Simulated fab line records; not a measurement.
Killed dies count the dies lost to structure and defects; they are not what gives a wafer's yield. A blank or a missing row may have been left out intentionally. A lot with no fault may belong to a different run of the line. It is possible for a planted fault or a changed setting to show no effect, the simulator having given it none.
Matching of chambers -- flow n5Finfet -- pecvd-04 running N5_BEOL_M0_SAQP_ILD_DEP_01: 3 sister chambers
The step deposits SiOC from DEMS/O2, target thk 45.419 nm, time 8.7 s. 6 wafers are shown with their chamber, then 8 later ones without.

WAFERS, EACH WITH ITS CHAMBER
wafer,chamber,throttleValvePct (%),heaterPowerW (W)
L081.5,0,12.6,454
L081.6,2,11.6,644
L082.1,0,12.4,526
L082.2,2,11.3,623
L082.3,1,12.6,616
L088.1,1,12.4,620

WAFERS MISSING THEIR CHAMBER
wafer,throttleValvePct (%),heaterPowerW (W)
L088.3,11.6,655
L088.5,12.3,612
L089.1,11.6,589
L089.5,12.6,564
L089.6,12.5,505
L094.1,12.5,662
L094.2,12.3,419
L094.3,11.3,534

THE CHAMBER EACH PASSED THROUGH
wafer,from the rows above,in truth
L088.3,2,2
L088.5,1,1
L089.1,2,2
L089.5,can't be placed: 1 or 0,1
L089.6,0,0
L094.1,1,1
L094.2,0,0
L094.3,2,2
Correct placement for 7 of the 8. From these rows, 1 cannot be placed; in 1 the true chamber is one of the candidates. Number placed wrongly: 0.
How it was worked out, from the rows above alone: a wafer's distance from a chamber is the root of the sum, over the readings, of the square of ((its reading less the chamber's mean) divided by the reading's scatter). The wafer belongs to the nearest chamber; if the next one is less than 2 further off, it can't be placed. Each chamber's mean is taken over the wafers shown for it. The scatter: take each reading less its chamber's mean, square it, sum over the shown wafers, divide by the number of wafers less the number of chambers, and take the root.
